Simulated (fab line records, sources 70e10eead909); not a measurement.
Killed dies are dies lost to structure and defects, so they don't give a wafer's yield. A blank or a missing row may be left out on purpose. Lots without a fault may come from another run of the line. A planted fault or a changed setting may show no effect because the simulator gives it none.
fab line records | flow nand_harc
record lots=24 wafers=72 last_day=33
route steps=1302 shown P_GATE@124 P_CONTACT@235 P_M0@272
lots that met no fault: from a run of the same line without faults
start_h: hours from the record's first day to the start of the lot's first wafer shown | wait_h: hours since the lot's step before | " the same as in the row above | L1.1+2: a row that stands for several wafers | - no value, or no start given | * or withheld: withheld | < > ~ a bound
route shown NAME@n: a module of which the file shows steps, and the number in the route of the first | usual: mean/standard deviation of fault-free wafers | same: alike in all rows | chamber/n: place in a boat | sites: the reading at each site | _std_site: their standard deviation | _edge_site: outer sites' mean less inner sites' | radius_mm: how far each site lies from the wafer's centre | mask NAME#n: copy n | behind: the tool/chamber that last shaped the wafer | hold: why the lot was held/for how many hours/how that ended | device: the transistor (n, p or np) that didn't switch | end of line: the same wafers' tests at the end of the route | a step without rows: its recipe alone | killed: dies lost to structure and defects at the first sort, not the wafer's yield | map: a wafer's dies, x killed, . not, _ none there
set.NAME: the setting as run; set.NAME@STEP: as run at that earlier step | model.NAME: the simulator's own value behind a step, which no gauge read
steps of the route over a sample of lots; a table a step, a row a wafer
services: from which hour (start_h, from the record's first day; less than 0 if before it) a tool's chamber was out of use, for how many hours, and why
## steps
# step NHARC_P_GATE_DESCUM_13
# recipe time_s=3 o2_flow_sccm=200 ar_flow_sccm=0 bias_power_w=0 chemistry=O2
# usual drypump_motor_current_A=5.7/0.54 oes_product_au=0.998/0.016 rf_vpp_V=57.9/0.83 showerhead_plenum_p_Torr=1.93/0.065 throttle_valve_pct=11.312/0.0075
# columns lot.wafer tool chamber start_h wait_h drypump_motor_current_A oes_product_au rf_hours_counter_h rf_vpp_V showerhead_plenum_p_Torr throttle_valve_pct
L074.1 rie_diel-03 3 78.66 - 6.7 1.006 9.6 57.5 2.01 11.322
L074.3 " 1 " " 5.0 1.011 8.9 59.6 2.07 11.313
L074.5 " 3 " " 6.7 0.996 - 58.8 2.01 11.307
L075.3 rie_diel-08 1 91.14 - 5.7 0.979 3.0 57.6 1.91 11.313
L075.4 " 3 " " 5.9 0.980 3.7 58.9 1.92 11.324
L075.2 " 0 " " 5.8 0.973 3.6 56.6 1.87 11.310
L076.1 rie_diel-05 2 98.70 - 5.7 1.021 1.4 57.6 1.89 11.303
L076.4 " 3 " " 5.4 1.001 1.5 57.8 1.90 11.307
L076.3 " 0 " " 5.6 1.003 1.8 57.5 1.83 11.321
L077.2 rie_diel-05 2 111.76 - 5.7 1.009 1.7 57.1 1.89 11.309
L077.6 " 0 " " 5.5 1.006 - 57.9 1.83 11.314
L077.5 " 1 " " 6.3 0.993 - 58.2 1.93 11.316
L078.2 rie_diel-05 0 122.25 - 5.5 0.996 2.2 58.6 1.83 11.313
L078.1 " 1 " " 6.4 1.003 2.1 58.9 1.93 11.298
L078.3 " 3 " " 5.3 0.995 1.9 56.5 1.90 11.307
L079.1 rie_diel-05 2 137.20 - 5.7 1.011 1.9 58.4 1.89 11.315
L079.4 " 2 " " 5.7 1.010 - 57.8 1.89 11.311
L079.6 " 3 " " 5.4 0.982 - 59.7 1.90 11.301
L080.4 rie_diel-03 1 137.25 - 5.0 1.014 0.5 57.9 2.07 11.333
L080.1 " 2 " " 6.3 1.016 0.5 57.4 1.87 11.324
L080.6 " 0 " " 4.8 1.027 - 57.4 1.99 11.316
L082.3 rie_diel-08 2 160.31 - 5.6 0.964 6.4 57.8 1.91 11.308
L082.2 " 0 " " 5.8 0.993 7.9 56.4 1.87 11.304
L082.6 " 1 " " 5.6 0.999 - 57.7 1.91 11.325
L081.2 rie_diel-03 1 160.45 - 5.0 1.015 1.0 57.8 2.07 11.297
L081.1 " 0 " " 4.8 1.026 1.3 58.9 2.00 11.314
L081.5 " 0 " " 4.8 1.019 - 58.7 2.00 11.319
L083.4 rie_diel-03 2 172.09 - 6.3 1.000 1.8 56.6 1.87 11.317
L083.3 " 3 " " 6.7 1.023 1.4 58.0 2.01 11.318
L083.5 " 2 " " 6.3 1.005 - 56.3 1.87 11.312
L084.1 rie_diel-03 2 177.91 - 6.3 0.995 1.9 58.6 1.87 11.313
L084.4 " 3 " " 6.7 1.024 1.5 57.4 2.01 11.299
L084.2 " 0 " " 4.8 1.024 2.0 56.0 1.99 11.314
L085.1 rie_diel-08 3 189.26 - 5.9 0.971 10.6 58.1 1.92 11.301
L085.2 " 0 " " 5.8 0.978 10.5 57.8 1.87 11.318
L085.6 " 2 " " 5.5 0.969 - 59.2 1.91 11.308
L086.2 rie_diel-03 1 198.83 - 5.0 1.015 2.1 59.4 2.07 11.299
L086.1 " 3 " " 6.7 1.015 1.8 57.7 2.01 11.305
L086.5 " 0 " " 4.8 1.017 - 56.1 1.99 11.298
L087.3 rie_diel-03 2 224.66 - 6.3 0.999 4.2 57.6 1.87 11.312
L087.6 " 2 " " 6.3 1.011 - 57.7 1.87 11.316
L087.5 " 3 " " 6.7 1.020 - 57.7 2.01 11.316
L088.2 rie_diel-03 0 224.82 - 4.8 1.014 5.0 58.8 1.99 11.319
L088.1 " 1 " " 5.0 1.006 4.7 57.9 2.06 11.306
L088.3 " 2 " " 6.3 1.010 4.2 58.9 1.87 11.305
L089.4 rie_diel-08 3 229.30 - 5.9 0.978 1.1 57.8 1.92 11.323
L089.1 " 1 " " 5.6 0.995 1.6 55.9 1.91 11.296
L089.6 " 3 " " 5.9 0.983 - 58.3 1.92 11.313
L090.1 rie_diel-05 0 239.58 - 5.5 0.976 0 58.1 1.83 11.324
L090.2 " 1 " " 6.3 0.995 0 58.6 1.93 11.311
L090.5 " 3 " " 5.4 0.985 - 58.2 1.90 11.305
L091.2 rie_diel-08 2 250.75 - 5.6 0.987 2.5 57.4 1.91 11.329
L091.6 " 0 " " 5.8 1.005 - 57.8 1.87 11.311
L091.5 " 1 " " 5.7 0.994 - 57.7 1.91 11.309
L092.3 rie_diel-08 0 263.33 - 5.9 0.987 3.0 57.0 1.87 11.316
L092.1 " 3 " " 5.9 0.972 2.5 57.9 1.92 11.317
L092.6 " 1 " " 5.7 0.988 - 58.8 1.91 11.308
L093.3 rie_diel-03 2 277.14 - 6.3 1.006 8.3 57.0 1.86 11.313
L093.4 " 1 " " 5.0 1.013 8.2 58.8 2.06 11.327
L093.5 " 3 " " 6.7 1.026 - 57.3 2.01 11.311
L094.1 rie_diel-08 0 282.75 - 5.8 0.978 4.1 57.4 1.87 11.317
L094.6 " 1 " " 5.7 1.001 - 58.7 1.91 11.314
L094.5 " 2 " " 5.6 0.999 - 57.1 1.91 11.305
L095.3 rie_diel-08 3 293.20 - 5.9 0.978 4.0 56.9 1.92 11.296
L095.2 " 1 " " 5.6 0.992 5.1 56.3 1.91 11.319
L095.1 " 2 " " 5.6 0.986 4.6 58.2 1.91 11.315
L096.3 rie_diel-08 3 300.66 - 5.9 0.976 4.2 57.0 1.92 11.301
L096.4 " 0 " " 5.8 0.976 4.7 57.3 1.87 11.297
L096.6 " 1 " " 5.7 0.990 - 58.2 1.91 11.305
L097.1 rie_diel-05 0 313.46 - 5.5 0.986 4.0 58.4 1.83 11.315
L097.4 " 1 " " 6.3 1.010 4.3 56.9 1.93 11.302
L097.5 " 1 " " 6.3 1.012 - 56.9 1.93 11.307
# step NHARC_P_GATE_CD_MEAS_46
# recipe target_cd_nm=720 landing_energy_ev=500
# usual cd_nm=720.0/2.3
# columns lot.wafer tool chamber start_h wait_h cd_nm
L074.1 cd_sem-02 0 104.81 - 722.2
L074.3 " 0 " " 719.4
L074.5 " 0 " " 720.6
L075.2 cd_sem-02 0 119.41 - 720.8
L075.3 " 0 " " 718.6
L075.4 " 0 " " 717.5
L076.1 cd_sem-03 0 128.56 - 726.3
L076.3 " 0 " " 720.3
L076.4 " 0 " " 719.6
L077.2 cd_sem-03 0 141.17 - 717.6
L077.5 " 0 " " 717.5
L077.6 " 0 " " 723.4
L078.1 cd_sem-03 0 148.89 - 722.0
L078.2 " 0 " " 720.3
L078.3 " 0 " " 723.0
L079.1 cd_sem-01 0 163.22 - 717.6
L079.4 " 0 " " 720.4
L079.6 " 0 " " 721.0
L080.1 cd_sem-02 0 163.40 - 721.1
L080.4 " 0 " " 719.2
L080.6 " 0 " " 719.0
L082.2 cd_sem-03 0 186.07 - 719.0
L082.3 " 0 " " 718.2
L082.6 " 0 " " 716.7
L081.1 cd_sem-02 0 186.26 - 717.2
L081.2 " 0 " " 717.2
L081.5 " 0 " " 721.6
L083.3 cd_sem-02 0 201.60 - 720.9
L083.4 " 0 " " 717.8
L083.5 " 0 " " 720.6
L084.1 cd_sem-03 0 211.61 - 722.4
L084.2 " 0 " " 719.4
L084.4 " 0 " " 719.4
L085.1 cd_sem-03 0 217.80 - 719.3
L085.2 " 0 " " 719.7
L085.6 " 0 " " 721.5
L086.1 cd_sem-02 0 226.30 - 718.3
L086.2 " 0 " " 718.4
L086.5 " 0 " " 719.7
L087.3 cd_sem-02 0 253.68 - 720.8
L087.5 " 0 " " 720.5
L087.6 " 0 " " 720.1
L088.1 cd_sem-03 0 256.43 - 717.5
L088.2 " 0 " " 719.1
L088.3 " 0 " " 722.4
L089.1 cd_sem-03 0 259.49 - 722.8
L089.4 " 0 " " 719.6
L089.6 " 0 " " 721.7
L090.1 cd_sem-01 0 268.49 - 717.8
L090.2 " 0 " " 715.7
L090.5 " 0 " " 716.2
L091.2 cd_sem-02 0 281.31 - 716.3
L091.5 " 0 " " 722.3
L091.6 " 0 " " 720.3
L092.1 cd_sem-03 0 292.80 - 715.7
L092.3 " 0 " " 724.7
L092.6 " 0 " " 717.9
L093.3 cd_sem-01 0 302.66 - 719.1
L093.4 " 0 " " 720.6
L093.5 " 0 " " 721.6
L094.1 cd_sem-02 0 308.40 - 717.4
L094.5 " 0 " " 716.4
L094.6 " 0 " " 720.3
L095.1 cd_sem-02 0 320.44 - 722.6
L095.2 " 0 " " 719.3
L095.3 " 0 " " 717.5
L096.3 cd_sem-02 0 328.03 - 718.5
L096.4 " 0 " " 721.3
L096.6 " 0 " " 720.9
L097.1 cd_sem-02 0 340.45 - 717.8
L097.4 " 0 " " 717.9
L097.5 " 0 " " 717.9
# step NHARC_P_GATE_DESCUM_48
# recipe time_s=3 o2_flow_sccm=200 ar_flow_sccm=0 bias_power_w=0 chemistry=O2
# usual drypump_motor_current_A=5.7/0.48 oes_product_au=0.993/0.014 rf_vpp_V=57.8/0.97 showerhead_plenum_p_Torr=1.92/0.059 throttle_valve_pct=11.312/0.0091
# columns lot.wafer tool chamber start_h wait_h drypump_motor_current_A oes_product_au rf_hours_counter_h rf_vpp_V showerhead_plenum_p_Torr throttle_valve_pct
L074.3 rie_diel-08 1 104.97 - 5.7 0.979 3.4 58.4 1.91 11.300
L074.1 " 3 " " 5.9 0.986 4.0 57.5 1.92 11.299
L074.5 " 1 " " 5.7 0.982 - 57.6 1.91 11.322
L075.3 rie_diel-05 3 119.57 - 5.3 0.987 1.9 56.2 1.90 11.309
L075.2 " 1 " " 6.4 0.990 2.1 56.5 1.93 11.306
L075.4 " 0 " " 5.5 1.009 - 56.4 1.83 11.317
L076.1 rie_diel-08 2 128.73 - 5.6 0.962 4.0 55.9 1.91 11.313
L076.3 " 3 " " 5.9 0.992 5.9 57.9 1.92 11.307
L076.4 " 0 " " 5.8 0.996 5.8 59.6 1.87 11.327
L077.2 rie_diel-08 2 141.33 - 5.6 0.964 4.7 57.0 1.91 11.303
L077.6 " 2 " " 5.6 0.969 - 58.3 1.91 11.309
L077.5 " 3 " " 5.9 0.994 - 57.2 1.92 11.305
L078.1 rie_diel-08 3 149.05 - 5.9 0.982 7.5 58.1 1.92 11.325
L078.2 " 1 " " 5.7 1.002 7.2 57.3 1.91 11.318
L078.3 " 2 " " 5.6 0.965 5.6 58.4 1.91 11.299
L079.4 rie_diel-03 3 163.38 - 6.7 1.024 1.0 57.5 2.01 11.301
L079.1 " 0 " " 4.8 1.026 1.3 58.4 1.99 11.311
L079.6 " 3 " " 6.7 1.026 - 57.0 2.01 11.305
L080.4 rie_diel-08 0 163.57 - 5.8 0.995 8.0 56.6 1.87 11.314
L080.1 " 2 " " 5.6 0.978 6.4 58.4 1.91 11.308
L080.6 " 0 " " 5.8 0.987 - 58.6 1.87 11.300
L082.2 rie_diel-08 0 186.23 - 5.8 0.987 9.8 57.6 1.87 11.299
L082.3 " 1 " " 5.7 0.991 9.0 58.5 1.91 11.294
L082.6 " 1 " " 5.7 0.997 - 59.3 1.91 11.307
L081.2 rie_diel-05 3 186.42 - 5.3 0.986 3.9 58.9 1.90 11.310
L081.1 " 2 " " 5.7 1.000 3.9 57.6 1.89 11.319
L081.5 " 0 " " 5.5 0.989 - 56.4 1.83 11.312
L083.3 rie_diel-03 2 201.77 - 6.3 0.990 2.6 54.7 1.87 11.305
L083.4 " 3 " " 6.7 1.018 2.2 59.4 2.01 11.302
L083.5 " 1 " " 5.0 0.997 - 57.5 2.07 11.321
L084.2 rie_diel-05 0 211.78 - 5.5 0.990 7.5 56.4 1.83 11.310
L084.1 " 1 " " 6.4 0.985 7.1 58.2 1.93 11.311
L084.4 " 3 " " 5.3 0.982 6.7 58.1 1.90 11.320
L085.1 rie_diel-05 2 217.96 - 5.7 1.003 6.3 56.7 1.89 11.320
L085.2 " 1 " " 6.3 0.983 7.2 58.2 1.93 11.317
L085.6 " 3 " " 5.4 0.988 - 59.2 1.90 11.329
L086.2 rie_diel-05 3 226.46 - 5.3 0.976 7.1 57.7 1.90 11.314
L086.1 " 0 " " 5.6 1.000 7.8 57.0 1.83 11.304
L086.5 " 3 " " 5.4 0.992 - 58.0 1.90 11.317
L087.3 rie_diel-08 0 253.86 - 5.8 0.990 2.1 58.0 1.87 11.304
L087.6 " 2 " " 5.6 0.991 - 57.5 1.91 11.312
L087.5 " 3 " " 5.9 0.983 - 57.6 1.92 11.314
L088.3 rie_diel-05 3 256.60 - 5.3 0.978 0.2 58.6 1.90 11.320
L088.2 " 0 " " 5.5 0.978 0.2 56.5 1.83 11.307
L088.1 " 1 " " 6.3 1.014 0.2 56.8 1.93 11.305
L089.4 rie_diel-03 0 259.66 - 4.8 0.999 7.1 57.8 1.99 11.314
L089.1 " 1 " " 5.0 1.015 7.2 58.3 2.06 11.339
L089.6 " 3 " " 6.7 1.021 - 57.2 2.01 11.322
L090.1 rie_diel-08 2 268.65 - 5.6 0.984 3.1 58.3 1.91 11.301
L090.2 " 3 " " 5.9 0.962 2.6 58.2 1.92 11.311
L090.5 " 3 " " 5.9 0.970 - 58.8 1.92 11.318
L091.2 rie_diel-05 3 281.48 - 5.4 0.975 2.0 57.4 1.90 11.307
L091.5 " 3 " " 5.4 0.982 - 58.1 1.90 11.308
L091.6 " 0 " " 5.5 0.987 - 56.7 1.83 11.310
L092.3 rie_diel-03 2 292.96 - 6.3 1.004 0.0 56.6 1.86 11.307
L092.1 " 1 " " 5.0 1.003 0.0 58.7 2.06 11.304
L092.6 " 3 " " 6.7 1.016 - 56.7 2.01 11.313
L093.4 rie_diel-05 1 302.84 - 6.4 1.005 2.8 56.3 1.93 11.328
L093.3 " 2 " " 5.7 1.009 3.2 57.3 1.89 11.322
L093.5 " 3 " " 5.4 0.990 - 57.6 1.90 11.317
L094.1 rie_diel-05 2 308.57 - 5.7 1.004 3.6 57.7 1.89 11.315
L094.5 " 1 " " 6.3 1.006 - 58.0 1.93 11.314
L094.6 " 2 " " 5.7 1.008 - 58.7 1.89 11.309
L095.1 rie_diel-08 2 320.60 - 5.6 0.982 6.2 57.3 1.91 11.311
L095.2 " 0 " " 5.8 0.976 6.5 57.6 1.87 11.307
L095.3 " 1 " " 5.6 0.998 7.1 58.1 1.91 11.307
L096.4 rie_diel-03 2 328.18 - 6.3 1.002 1.6 56.3 1.86 11.305
L096.3 " 0 " " 4.7 0.989 1.2 59.2 1.99 11.324
L096.6 " 3 " " 6.7 1.013 - 58.7 2.00 11.318
L097.1 rie_diel-03 1 340.61 - 5.0 0.999 1.2 57.8 2.06 11.305
L097.4 " 2 " " 6.3 0.990 1.9 56.9 1.86 11.300
L097.5 " 2 " " 6.3 0.996 - 58.3 1.86 11.319
# step NHARC_P_GATE_DEGAS_109
# recipe temp_c=300 time_s=60
# usual heater_power_w=445/26 susceptor_temp_C=299.98/0.19
# columns lot.wafer tool chamber start_h wait_h heater_power_w susceptor_temp_C
L074.3 pvd_sputter-01 - 110.39 0.1 458 299.95
L074.1 " - " " 418 300.06
L074.5 " - " " 465 299.81
L075.2 pvd_sputter-01 - 125.04 0.1 454 299.95
L075.3 " - " " 397 300.00
L075.4 " - " " 464 299.67
L076.1 pvd_sputter-01 - 133.91 0.1 468 299.74
L076.4 " - " " 406 300.27
L076.3 " - " " 461 299.87
L077.2 pvd_sputter-02 - 146.51 0.1 490 299.80
L077.5 " - " " 442 299.88
L077.6 " - " " 445 300.05
L078.2 pvd_sputter-03 - 154.50 0.1 433 300.10
L078.1 " - " " 451 300.11
L078.3 " - " " 465 300.11
L079.4 pvd_sputter-03 - 168.81 0.1 441 299.71
L079.1 " - " " 467 299.69
L079.6 " - " " 486 300.20
L080.4 pvd_sputter-02 - 169.87 0.1 436 299.66
L080.1 " - " " 450 299.71
L080.6 " - " " 444 300.14
L082.3 pvd_sputter-02 - 191.38 0.1 438 -
L082.2 " - " " 449 -
L082.6 " - " " 426 -
L081.2 pvd_sputter-02 - 191.86 0.1 438 300.06
L081.1 " - " " 460 299.89
L081.5 " - " " 497 300.25
L083.3 pvd_sputter-03 - 207.17 0.1 464 300.00
L083.4 " - " " 466 300.18
L083.5 " - " " 463 299.76
L084.1 pvd_sputter-02 - 217.20 0.1 443 299.93
L084.2 " - " " 499 300.09
L084.4 " - " " 439 299.97
L085.1 pvd_sputter-03 - 223.27 0.1 402 300.16
L085.2 " - " " 462 299.97
L085.6 " - " " 387 300.20
L086.2 pvd_sputter-01 - 231.73 0.1 467 299.73
L086.1 " - " " 468 299.95
L086.5 " - " " 465 299.87
L087.3 pvd_sputter-03 - 259.67 0.1 472 299.92
L087.6 " - " " 473 300.06
L087.5 " - " " 449 300.12
L088.3 pvd_sputter-01 - 262.06 0.1 412 299.34
L088.1 " - " " 455 300.29
L088.2 " - " " 402 300.22
L089.4 pvd_sputter-02 - 264.80 0.1 447 299.85
L089.1 " - " " 430 300.13
L089.6 " - " " 437 299.75
L090.2 pvd_sputter-03 - 274.10 0.1 458 299.74
L090.1 " - " " 401 300.21
L090.5 " - " " 462 300.29
L091.2 pvd_sputter-03 - 286.97 0.1 459 299.93
L091.5 " - " " 450 299.97
L091.6 " - " " 467 300.00
L092.3 pvd_sputter-01 - 298.27 0.1 479 300.03
L092.1 " - " " 415 300.06
L092.6 " - " " 473 299.86
L093.3 pvd_sputter-02 - 308.75 0.1 442 299.97
L093.4 " - " " 464 300.24
L093.5 " - " " 441 299.93
L094.1 pvd_sputter-02 - 314.01 0.1 422 299.74
L094.5 " - " " 444 299.65
L094.6 " - " " 468 299.76
L095.1 pvd_sputter-01 - 326.07 0.1 403 299.96
L095.3 " - " " 465 300.12
L095.2 " - " " 414 299.89
L096.3 pvd_sputter-03 - 333.60 0.1 401 -
L096.4 " - " " 468 -
L096.6 " - " " 466 -
L097.1 pvd_sputter-02 - 345.98 0.1 456 299.79
L097.4 " - " " 473 300.37
L097.5 " - " " 429 300.04
# step NHARC_P_CONTACT_DESCUM_17
# recipe time_s=3 o2_flow_sccm=200 ar_flow_sccm=0 bias_power_w=0 chemistry=O2
# usual drypump_motor_current_A=5.7/0.36 oes_product_au=1.002/0.013 rf_vpp_V=57.7/0.86 showerhead_plenum_p_Torr=1.90/0.092 throttle_valve_pct=11.311/0.0077
# columns lot.wafer tool chamber start_h wait_h drypump_motor_current_A oes_product_au rf_hours_counter_h rf_vpp_V showerhead_plenum_p_Torr throttle_valve_pct
L074.3 rie_diel-12 3 113.25 0.1 5.1 1.005 0.1 57.2 2.00 11.302
L074.1 " 2 " " 6.1 1.007 0.1 59.4 1.95 11.314
L074.5 " 3 " " 5.1 0.995 - 58.1 2.00 11.320
L075.2 rie_diel-10 3 127.78 0.1 6.2 1.025 4.0 58.6 1.96 11.327
L075.4 " 0 " " 5.9 1.015 4.4 57.6 2.05 11.310
L075.3 " 2 " " 5.8 1.016 2.9 58.2 1.87 11.302
L076.4 rie_diel-12 1 136.65 0.1 5.7 1.036 0.7 57.2 1.93 11.305
L076.3 " 2 " " 6.1 1.001 0.8 57.6 1.95 11.291
L076.1 " 3 " " 5.1 0.991 0.8 57.4 2.00 11.301
L077.2 rie_diel-10 2 149.33 0.1 5.7 1.003 4.0 57.0 1.87 11.309
L077.6 " 3 " " 6.2 1.005 - 57.9 1.96 11.314
L077.5 " 0 " " 6.0 0.997 - 58.0 2.05 11.319
L078.3 rie_diel-06 3 157.12 0.1 5.6 0.995 0.3 59.0 2.04 11.314
L078.1 " 1 " " 5.6 0.984 0.3 56.0 1.78 11.317
L078.2 " 2 " " 5.9 0.984 0.3 56.9 1.86 11.299
L079.1 rie_diel-06 0 171.80 0.1 5.5 1.012 0.9 58.7 1.81 11.305
L079.4 " 1 " " 5.6 0.996 0.9 57.5 1.78 11.326
L079.6 " 0 " " 5.5 0.999 - 57.8 1.81 11.323
L080.1 rie_diel-10 2 172.92 0.1 5.7 1.000 4.7 56.5 1.87 11.307
L080.4 " 3 " " 6.2 1.013 6.0 58.8 1.96 11.311
L080.6 " 0 " " 6.0 0.998 - 58.0 2.05 11.305
L082.3 rie_diel-06 2 194.00 0.1 5.9 0.977 1.7 58.0 1.86 11.292
L082.2 " 0 " " 5.6 1.005 1.5 55.9 1.81 11.320
L082.6 " 2 " " 5.9 0.990 - 57.6 1.86 11.312
L081.1 rie_diel-10 0 194.77 0.1 5.9 0.997 8.6 58.3 2.05 11.314
L081.2 " 3 " " 6.2 1.022 8.5 56.4 1.95 11.305
L081.5 " 1 " " 5.9 1.016 - 59.3 1.85 11.289
L083.4 rie_diel-12 3 210.34 0.1 5.1 0.974 1.9 59.1 2.00 11.314
L083.3 " 0 " " 4.8 1.000 1.8 56.7 1.81 11.319
L083.5 " 3 " " 5.1 0.975 - 59.5 2.00 11.317
L084.1 rie_diel-06 0 219.84 0.1 5.6 1.007 2.2 58.0 1.81 11.309
L084.2 " 1 " " 5.6 1.010 2.4 57.2 1.78 11.304
L084.4 " 3 " " 5.6 1.006 2.2 58.0 2.04 11.300
L085.2 rie_diel-10 1 226.02 0.1 6.0 1.007 8.6 59.1 1.85 11.296
L085.1 " 2 " " 5.7 1.006 7.7 56.5 1.87 11.304
L085.6 " 1 " " 5.9 1.005 - 56.6 1.85 11.310
L086.2 rie_diel-10 3 234.50 0.1 6.2 1.024 10.5 59.0 1.95 11.311
L086.1 " 0 " " 5.9 1.017 10.8 58.7 2.05 11.307
L086.5 " 3 " " 6.2 1.031 - 57.4 1.95 11.315
L087.3 rie_diel-06 3 262.42 0.1 5.6 1.021 3.0 58.9 2.04 11.318
L087.6 " 1 " " 5.6 1.001 - 56.9 1.78 11.304
L087.5 " 2 " " 5.8 0.993 - 58.3 1.86 11.318
L088.2 rie_diel-10 2 264.80 0.1 5.7 0.984 1.1 58.8 1.87 11.308
L088.3 " 0 " " 5.9 1.002 0.9 57.3 2.05 11.327
L088.1 " 1 " " 6.0 1.000 1.1 57.0 1.85 11.320
L089.4 rie_diel-12 1 267.57 0.1 5.7 1.018 3.4 58.1 1.93 11.307
L089.1 " 3 " " 5.0 0.999 3.3 58.6 2.00 11.311
L089.6 " 0 " " 4.8 1.014 - 57.8 1.81 11.313
L090.1 rie_diel-06 2 276.84 0.1 5.8 0.974 3.7 57.7 1.86 11.312
L090.2 " 0 " " 5.5 1.013 3.8 58.3 1.81 11.306
L090.5 " 2 " " 5.8 0.980 - 56.7 1.86 11.320
L091.2 rie_diel-12 3 289.72 0.1 5.0 0.992 0.2 59.0 2.00 11.320
L091.6 " 1 " " 5.7 1.007 - 58.3 1.93 11.316
L091.5 " 2 " " 6.1 0.985 - 58.1 1.95 11.312
L092.1 rie_diel-06 0 300.91 0.1 5.5 1.001 4.7 57.8 1.81 11.317
L092.3 " 1 " " 5.6 1.003 4.7 57.4 1.78 11.306
L092.6 " 2 " " 5.9 0.982 - 57.6 1.86 11.309
L093.4 rie_diel-12 3 311.49 0.1 5.1 1.001 1.1 58.3 2.00 11.323
L093.3 " 1 " " 5.7 0.998 1.1 57.7 1.93 11.311
L093.5 " 2 " " 6.1 0.982 - 57.8 1.95 11.306
L094.1 rie_diel-06 2 316.67 0.1 5.9 1.013 0 56.7 1.86 11.314
L094.6 " 0 " " 5.6 1.000 - 58.1 1.81 11.305
L094.5 " 1 " " 5.6 1.000 - 56.8 1.78 11.301
L095.1 rie_diel-12 0 328.69 0.1 4.8 0.999 1.5 57.6 1.81 11.307
L095.2 " 1 " " 5.7 1.011 1.6 58.6 1.93 11.306
L095.3 " 2 " " 6.1 0.995 1.6 57.2 1.95 11.317
L096.3 rie_diel-06 3 336.37 0.1 5.6 1.007 0.5 58.0 2.04 11.304
L096.4 " 0 " " 5.5 0.996 0.6 56.5 1.81 11.307
L096.6 " 2 " " 5.8 0.989 - 57.4 1.86 11.310
L097.1 rie_diel-06 0 348.60 0.1 5.6 0.995 1.0 55.9 1.81 11.322
L097.4 " 1 " " 5.6 0.994 1.1 57.6 1.78 11.306
L097.5 " 3 " " 5.5 0.999 - 59.0 2.04 11.302
# step NHARC_P_M0_DEGAS_28
# recipe temp_c=250 time_s=60
# usual heater_power_w=317/19 susceptor_temp_C=250.03/0.18
# columns lot.wafer tool chamber start_h wait_h heater_power_w susceptor_temp_C
L074.1 pvd_sputter-02 - 118.28 - 319 -
L074.3 " - " " 318 -
L074.5 " - " " 332 -
L075.4 pvd_sputter-02 - 132.80 - 306 250.13
L075.3 " - " " 325 250.05
L075.2 " - " " 313 250.16
L076.1 pvd_sputter-01 - 141.63 - 300 250.27
L076.4 " - " " 334 249.69
L076.3 " - " " 294 249.89
L077.2 pvd_sputter-01 - 154.60 - 292 250.14
L077.5 " - " " 330 249.62
L077.6 " - " " 288 249.92
L078.3 pvd_sputter-03 - 162.10 - 308 -
L078.1 " - " " 324 -
L078.2 " - " " 343 -
L079.4 pvd_sputter-02 - 176.79 - 309 250.01
L079.1 " - " " 348 249.94
L079.6 " - " " 305 249.86
L080.1 pvd_sputter-01 - 178.15 - 331 250.31
L080.4 " - " " 286 249.73
L080.6 " - " " 331 249.99
L082.2 pvd_sputter-01 - 198.94 - 287 -
L082.3 " - " " 300 -
L082.6 " - " " 290 -
L081.2 pvd_sputter-03 - 199.90 - 331 250.27
L081.1 " - " " 323 250.13
L081.5 " - " " 327 249.96
L083.3 pvd_sputter-03 - 215.35 - 284 250.34
L083.4 " - " " 318 250.17
L083.5 " - " " 336 250.07
L084.2 pvd_sputter-02 - 224.82 - 306 -
L084.4 " - " " 319 -
L084.1 " - " " 347 -
L085.2 pvd_sputter-02 - 231.20 - 321 250.04
L085.1 " - " " 321 249.87
L085.6 " - " " 313 250.01
L086.2 pvd_sputter-02 - 239.46 - 306 250.20
L086.1 " - " " 355 250.13
L086.5 " - " " 311 250.03
L087.3 pvd_sputter-01 - 267.50 - 292 249.68
L087.6 " - " " 296 250.23
L087.5 " - " " 339 250.18
L088.2 pvd_sputter-01 - 270.44 - 296 250.11
L088.3 " - " " 327 249.75
L088.1 " - " " 329 250.04
L089.4 pvd_sputter-02 - 281.46 - 321 250.03
L089.1 " - " " 315 250.17
L089.6 " - " " 306 249.71
L090.2 pvd_sputter-03 - 283.80 - 335 250.33
L090.1 " - " " 281 250.08
L090.5 " - " " 335 250.15
L091.2 pvd_sputter-01 - 294.85 - 340 250.03
L091.5 " - " " 317 250.15
L091.6 " - " " 291 250.01
L092.1 pvd_sputter-02 - 306.02 - 321 250.47
L092.3 " - " " 314 249.93
L092.6 " - " " 313 249.64
L093.3 pvd_sputter-01 - 316.51 - 304 249.80
L093.4 " - " " 311 250.25
L093.5 " - " " 297 250.01
L094.1 pvd_sputter-02 - 322.27 - 338 250.20
L094.6 " - " " 333 250.10
L094.5 " - " " 311 249.94
L095.2 pvd_sputter-02 - 333.86 - 325 250.15
L095.3 " - " " 318 249.76
L095.1 " - " " 305 250.40
L096.3 pvd_sputter-01 - 341.47 - 342 249.80
L096.4 " - " " 283 250.10
L096.6 " - " " 344 250.11
L097.4 pvd_sputter-01 - 353.73 - 294 -
L097.1 " - " " 309 -
L097.5 " - " " 347 -
## services
# columns tool chamber start_h hours kind
rie_diel-08 2 58.65 3.1 repair
pvd_sputter-02 - 62.56 7.7 repair
rie_diel-08 0 80.41 5.8 repair
rie_diel-03 2 83.60 3.6 repair
pvd_sputter-02 - 88.78 2.7 repair
pvd_sputter-01 - 96.89 10.0 pm
pvd_sputter-02 - 104.00 10.0 pm
rie_diel-03 - 104.97 9.0 pm
rie_diel-08 2 109.12 13.6 repair
pvd_sputter-02 - 116.80 0.7 repair
rie_diel-05 2 118.33 6.6 repair
rie_diel-05 0 132.21 8.8 repair
pvd_sputter-02 - 145.33 0.6 repair
rie_diel-03 1 146.73 4.7 repair
rie_diel-03 3 153.09 8.0 repair
pvd_sputter-01 - 167.06 6.9 repair
rie_diel-05 - 189.25 0.5 repair
rie_diel-03 - 190.71 3.3 repair
rie_diel-08 - 191.10 9.0 pm
rie_diel-05 - 229.96 9.0 pm
rie_diel-03 0 270.11 3.1 repair
pvd_sputter-01 - 274.89 10.0 pm
rie_diel-03 0 277.96 4.5 repair
pvd_sputter-02 - 282.00 10.0 pm
## key
fault none
